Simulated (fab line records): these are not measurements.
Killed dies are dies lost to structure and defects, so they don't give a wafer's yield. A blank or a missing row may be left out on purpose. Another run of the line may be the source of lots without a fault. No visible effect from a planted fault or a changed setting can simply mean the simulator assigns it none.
What tool caused it? :: flow n5 finfet :: 10 lots with 28 wafers sampled at 6 steps, on a route of 1938 steps

== WHAT THE GAUGES READ, wafer by wafer ==
N5_BEOL_M5_THK_MEAS_53: measures by xrf. Usual: for M5_THK the level is 60.3 nm and the standard deviation is 2.3.
lot: L449
measured: day 8 18:17
on: film metro-02
M5_THK (nm): 57.4 63.9 60.1
flag: 

lot: L451
measured: day 8 21:14
on: film metro-02
M5_THK (nm): 58.5 59.2 58.3
flag: 

lot: L454
measured: day 9 17:14
on: film metro-02
M5_THK (nm): 60.7 58.9 63.8
flag: 

lot: L453
measured: day 9 18:28
on: film metro-02
M5_THK (nm): 59.4 62.3 56.4
flag: 

lot: L457
measured: day 10 11:41
on: film metro-02
M5_THK (nm): 57.1 58.6
flag: 

lot: L456
measured: day 10 12:09
on: film metro-02
M5_THK (nm): 62.8 60.8 61.9
flag: 

lot: L458
measured: day 10 19:19
on: film metro-02
M5_THK (nm): 61.4 62.0 63.1
flag: 

lot: L460
measured: day 11 10:28
on: film metro-01
M5_THK (nm): 62.2 58.1
flag: 

lot: L462
measured: day 12 01:17
on: film metro-01
M5_THK (nm): 64.2 59.7 56.8
flag: 

lot: L464
measured: day 12 11:39
on: film metro-02
M5_THK (nm): 59.5 60.2 60.4
flag: 

N5_BEOL_M6_INSPECT_13: inspects for defects (brightfield). Usual: raw defect count at 391, with a standard deviation of 88.
lot: L449
measured: day 8 20:37
on: defect inspect-02
raw defect count: 383 344 414
flag: 

lot: L451
measured: day 8 23:32
on: defect inspect-01
raw defect count: 408 410 424
flag: 

lot: L454
measured: day 9 19:06
on: defect inspect-01
raw defect count: 421 632 369
flag: 

lot: L453
measured: day 9 21:36
on: defect inspect-02
raw defect count: 247 335 319
flag: 

lot: L457
measured: day 10 16:28
on: defect inspect-01
raw defect count: 290 374
flag: 

lot: L456
measured: day 10 16:38
on: defect inspect-02
raw defect count: 324 278 309
flag: 

lot: L458
measured: day 10 20:48
on: defect inspect-01
raw defect count: 517 520 447
flag: 

lot: L460
measured: day 11 12:26
on: defect inspect-01
raw defect count: 334 348
flag: 

lot: L462
measured: day 12 06:01
on: defect inspect-02
raw defect count: 606 764 668
flag: OFF

lot: L464
measured: day 12 15:05
on: defect inspect-01
raw defect count: 720 616 824
flag: OFF

N5_BEOL_M6_INSPECT_30: inspects for defects (brightfield). Usual: raw defect count at 390, with a standard deviation of 86.
lot: L449
measured: day 8 22:16
on: defect inspect-01
raw defect count: 420 358 452
flag: 

lot: L451
measured: day 9 00:38
on: defect inspect-01
raw defect count: 394 450 427
flag: 

lot: L454
measured: day 9 21:18
on: defect inspect-01
raw defect count: 407 637 371
flag: 

lot: L453
measured: day 9 23:28
on: defect inspect-02
raw defect count: 237 338 315
flag: 

lot: L457
measured: day 10 17:55
on: defect inspect-01
raw defect count: 302 400
flag: 

lot: L456
measured: day 10 18:04
on: defect inspect-02
raw defect count: 322 280 318
flag: 

lot: L458
measured: day 10 23:32
on: defect inspect-01
raw defect count: 497 543 446
flag: 

lot: L460
measured: day 11 14:10
on: defect inspect-01
raw defect count: 334 360
flag: 

lot: L462
measured: day 12 09:20
on: defect inspect-02
raw defect count: 579 734 672
flag: OFF

lot: L464
measured: day 12 17:20
on: defect inspect-02
raw defect count: 700 603 779
flag: OFF

== WHAT TOOL EACH LOT RAN ON (gives the tool, then ch and the chambers of the sampled wafers, and finally the start) ==
lot: L449
N5_BEOL_M6_ILD_DEP_00: pecvd-04 ch 1,2, day 8 18:40
N5_BEOL_M6_PECVD_70: pecvd-04 ch 1,2, day 8 19:19
N5_BEOL_M6_HM_OPEN_17: rie metal-02 ch 0,1, day 8 20:59

lot: L451
N5_BEOL_M6_ILD_DEP_00: pecvd-03 ch 0,1, day 8 21:36
N5_BEOL_M6_PECVD_70: pecvd-02 ch 1,2, day 8 22:13
N5_BEOL_M6_HM_OPEN_17: rie metal-02 ch 0,1, day 8 23:53

lot: L454
N5_BEOL_M6_ILD_DEP_00: pecvd-03 ch 0,1, day 9 17:37
N5_BEOL_M6_PECVD_70: pecvd-03 ch 1,2, day 9 18:14
N5_BEOL_M6_HM_OPEN_17: rie metal-02 ch 0,1, day 9 19:25

lot: L453
N5_BEOL_M6_ILD_DEP_00: pecvd-03 ch 0,2, day 9 18:50
N5_BEOL_M6_PECVD_70: pecvd-04 ch 0,2, day 9 19:28
N5_BEOL_M6_HM_OPEN_17: rie metal-03 ch 0,1, day 9 21:55

lot: L457
N5_BEOL_M6_ILD_DEP_00: pecvd-02 ch 0, day 10 12:05
N5_BEOL_M6_PECVD_70: pecvd-04 ch 0,1, day 10 12:43
N5_BEOL_M6_HM_OPEN_17: rie metal-01 ch 1, day 10 16:47

lot: L456
N5_BEOL_M6_ILD_DEP_00: pecvd-02 ch 0,1, day 10 12:33
N5_BEOL_M6_PECVD_70: pecvd-04 ch 0,2, day 10 13:10
N5_BEOL_M6_HM_OPEN_17: rie metal-01 ch 0,1, day 10 16:59

lot: L458
N5_BEOL_M6_ILD_DEP_00: pecvd-04 ch 0,2, day 10 19:42
N5_BEOL_M6_PECVD_70: pecvd-02 ch 0,1,2, day 10 20:19
N5_BEOL_M6_HM_OPEN_17: rie metal-01 ch 0,1, day 10 21:10

lot: L460
N5_BEOL_M6_ILD_DEP_00: pecvd-03 ch 2, day 11 10:47
N5_BEOL_M6_PECVD_70: pecvd-04 ch 0,1, day 11 11:25
N5_BEOL_M6_HM_OPEN_17: rie metal-02 ch 0,1, day 11 12:45

lot: L462
N5_BEOL_M6_ILD_DEP_00: pecvd-02 ch 1,2, day 12 01:50
N5_BEOL_M6_PECVD_70: pecvd-04 ch 0,2, day 12 02:26
N5_BEOL_M6_HM_OPEN_17: rie metal-01 ch 0,1, day 12 06:32

lot: L464
N5_BEOL_M6_ILD_DEP_00: pecvd-03 ch 0,1,2, day 12 12:08
N5_BEOL_M6_PECVD_70: pecvd-04 ch 0,2, day 12 12:45
N5_BEOL_M6_HM_OPEN_17: rie metal-01 ch 0,1, day 12 15:23
- N5_BEOL_M6_ILD_DEP_00: deposits SiCOH lowk from DEMS/porogen, target thk 179.75 nm, time 33.4 s.
- N5_BEOL_M6_PECVD_70: deposits SiO2 from TEOS/O2, target thk 20 nm, time 22.7 s.
- N5_BEOL_M6_HM_OPEN_17: chemistry Cl2/BCl3, target TiN, target depth 20 nm, overetch 6 nm.

== WHAT THE TOOLS THEMSELVES READ (means of the sampled wafers that have a number; where no wafer has one, the mark that the record gives instead) ==
N5_BEOL_M6_ILD_DEP_00. Usual: chamber pressure Torr 5.001 Torr, standard deviation 0.012; heater power w 315 W, standard deviation 43; showerhead plenum p Torr 5.736 Torr, standard deviation 0.017; throttle valve pct 14.1 %, standard deviation 0.79.
lot: L449
tool: pecvd-04
chamber pressure Torr (Torr): 5.011
heater power w (W): 292
showerhead plenum p Torr (Torr): 5.743
throttle valve pct (%): 14.0
flag: 

lot: L451
tool: pecvd-03
chamber pressure Torr (Torr): 5.004
heater power w (W): 280
showerhead plenum p Torr (Torr): 5.717
throttle valve pct (%): 15.0
flag: 

lot: L454
tool: pecvd-03
chamber pressure Torr (Torr): 5.008
heater power w (W): 273
showerhead plenum p Torr (Torr): 5.716
throttle valve pct (%): 14.5
flag: 

lot: L453
tool: pecvd-03
chamber pressure Torr (Torr): 5.000
heater power w (W): 314
showerhead plenum p Torr (Torr): 5.732
throttle valve pct (%): 14.7
flag: 

lot: L457
tool: pecvd-02
chamber pressure Torr (Torr): 5.014
heater power w (W): 394
showerhead plenum p Torr (Torr): 5.744
throttle valve pct (%): 12.9
flag: 

lot: L456
tool: pecvd-02
chamber pressure Torr (Torr): 5.016
heater power w (W): 337
showerhead plenum p Torr (Torr): 5.746
throttle valve pct (%): 14.1
flag: 

lot: L458
tool: pecvd-04
chamber pressure Torr (Torr): 5.003
heater power w (W): 342
showerhead plenum p Torr (Torr): 5.726
throttle valve pct (%): 14.5
flag: 

lot: L460
tool: pecvd-03
chamber pressure Torr (Torr): 4.987
heater power w (W): 332
showerhead plenum p Torr (Torr): 5.759
throttle valve pct (%): 13.3
flag: 

lot: L462
tool: pecvd-02
chamber pressure Torr (Torr): 5.002
heater power w (W): 282
showerhead plenum p Torr (Torr): 5.741
throttle valve pct (%): 14.2
flag: 

lot: L464
tool: pecvd-03
chamber pressure Torr (Torr): 4.997
heater power w (W): 304
showerhead plenum p Torr (Torr): 5.739
throttle valve pct (%): 14.2
flag: 

N5_BEOL_M6_PECVD_70. Usual: chamber pressure Torr 5.500 Torr, standard deviation 0.011; heater power w 730 W, standard deviation 79; showerhead plenum p Torr 8.77 Torr, standard deviation 0.063; throttle valve pct 22.8 %, standard deviation 1.3.
lot: L449
tool: pecvd-04
chamber pressure Torr (Torr): 5.503
heater power w (W): 735
showerhead plenum p Torr (Torr): 8.77
throttle valve pct (%): 21.9
flag: 

lot: L451
tool: pecvd-02
chamber pressure Torr (Torr): 5.502
heater power w (W): 668
showerhead plenum p Torr (Torr): 8.76
throttle valve pct (%): 23.9
flag: 

lot: L454
tool: pecvd-03
chamber pressure Torr (Torr): 5.507
heater power w (W): 733
showerhead plenum p Torr (Torr): 8.83
throttle valve pct (%): 22.0
flag: 

lot: L453
tool: pecvd-04
chamber pressure Torr (Torr): 5.503
heater power w (W): 690
showerhead plenum p Torr (Torr): 8.71
throttle valve pct (%): 22.4
flag: 

lot: L457
tool: pecvd-04
chamber pressure Torr (Torr): 5.498
heater power w (W): 716
showerhead plenum p Torr (Torr): 8.79
throttle valve pct (%): 23.7
flag: 

lot: L456
tool: pecvd-04
chamber pressure Torr (Torr): 5.511
heater power w (W): 770
showerhead plenum p Torr (Torr): 8.72
throttle valve pct (%): 23.3
flag: 

lot: L458
tool: pecvd-02
chamber pressure Torr (Torr): 5.496
heater power w (W): 722
showerhead plenum p Torr (Torr): 8.77
throttle valve pct (%): 22.1
flag: 

lot: L460
tool: pecvd-04
chamber pressure Torr (Torr): 5.485
heater power w (W): 757
showerhead plenum p Torr (Torr): 8.79
throttle valve pct (%): 23.8
flag: 

lot: L462
tool: pecvd-04
chamber pressure Torr (Torr): 5.504
heater power w (W): 717
showerhead plenum p Torr (Torr): 8.71
throttle valve pct (%): 22.3
flag: 

lot: L464
tool: pecvd-04
chamber pressure Torr (Torr): 5.499
heater power w (W): 753
showerhead plenum p Torr (Torr): 8.73
throttle valve pct (%): 22.3
flag: 

N5_BEOL_M6_HM_OPEN_17. Usual: bcl3 flow sccm 21.73 sccm, standard deviation 0.069; bias w 125.9 W, standard deviation 0.37; drypump motor current A 5.9 A, standard deviation 0.43; oes product au 0.65 a.u., standard deviation 0.065; throttle valve pct 22.36 %, standard deviation 0.22.
lot: L449
tool: rie metal-02
bcl3 flow sccm (sccm): 21.73
bias w (W): 125.9
drypump motor current A (A): 6.0
oes product au (a.u.): 0.63
throttle valve pct (%): 22.53
flag: 

lot: L451
tool: rie metal-02
bcl3 flow sccm (sccm): 21.73
bias w (W): 126.4
drypump motor current A (A): 6.2
oes product au (a.u.): 0.65
throttle valve pct (%): 22.48
flag: 

lot: L454
tool: rie metal-02
bcl3 flow sccm (sccm): 21.80
bias w (W): 125.7
drypump motor current A (A): 6.2
oes product au (a.u.): 0.66
throttle valve pct (%): 22.49
flag: 

lot: L453
tool: rie metal-03
bcl3 flow sccm (sccm): 21.79
bias w (W): 125.9
drypump motor current A (A): 6.0
oes product au (a.u.): 0.60
throttle valve pct (%): 22.26
flag: 

lot: L457
tool: rie metal-01
bcl3 flow sccm (sccm): 21.74
bias w (W): 125.8
drypump motor current A (A): 4.9
oes product au (a.u.): 0.68
throttle valve pct (%): 21.98
flag: 

lot: L456
tool: rie metal-01
bcl3 flow sccm (sccm): 21.80
bias w (W): 126.2
drypump motor current A (A): 5.1
oes product au (a.u.): 0.67
throttle valve pct (%): 22.07
flag: 

lot: L458
tool: rie metal-01
bcl3 flow sccm (sccm): 21.69
bias w (W): 126.2
drypump motor current A (A): 5.1
oes product au (a.u.): 0.67
throttle valve pct (%): 22.07
flag: 

lot: L460
tool: rie metal-02
bcl3 flow sccm (sccm): 21.65
bias w (W): 126.1
drypump motor current A (A): 6.1
oes product au (a.u.): 0.63
throttle valve pct (%): 22.51
flag: 

lot: L462
tool: rie metal-01
bcl3 flow sccm (sccm): 21.70
bias w (W): 126.1
drypump motor current A (A): 5.1
oes product au (a.u.): 0.65
throttle valve pct (%): 22.11
flag: 

lot: L464
tool: rie metal-01
bcl3 flow sccm (sccm): 21.76
bias w (W): 125.6
drypump motor current A (A): 5.1
oes product au (a.u.): 0.65
throttle valve pct (%): 22.11
flag: 

== THE ANSWER, worked out from the rows above alone ==
Rule: take the mean of a lot's wafers that have a number; if it is more than 3 standard deviations from the usual mean, the lot is off. Also off: a lot with no number at a reading for which 4 or more lots have one. Any other lot the step has rows for is counted as sound. Order of review: gauges by route order, followed by the tools' own readings, for which a lot's mean as printed above is used. At the first step where some lot is off, the reading lying furthest off is the one used; lots without a number count as furthest.
Off: L462, L464 (N5_BEOL_M6_INSPECT_13, raw defect count).
A tool fits if, at a process step before that reading, it ran every lot that is off, and no sound lot after the first of them. The gauges at N5_BEOL_M6_INSPECT_13 are tried like those tools. One candidate fits, namely pecvd-04 at N5_BEOL_M6_PECVD_70. A fault onset in the window from L460 (day 11 11:25, its last sound lot) to L462 (day 12 02:26, its first lot off) fits.

== WHAT THE SIMULATOR PUT IN ==
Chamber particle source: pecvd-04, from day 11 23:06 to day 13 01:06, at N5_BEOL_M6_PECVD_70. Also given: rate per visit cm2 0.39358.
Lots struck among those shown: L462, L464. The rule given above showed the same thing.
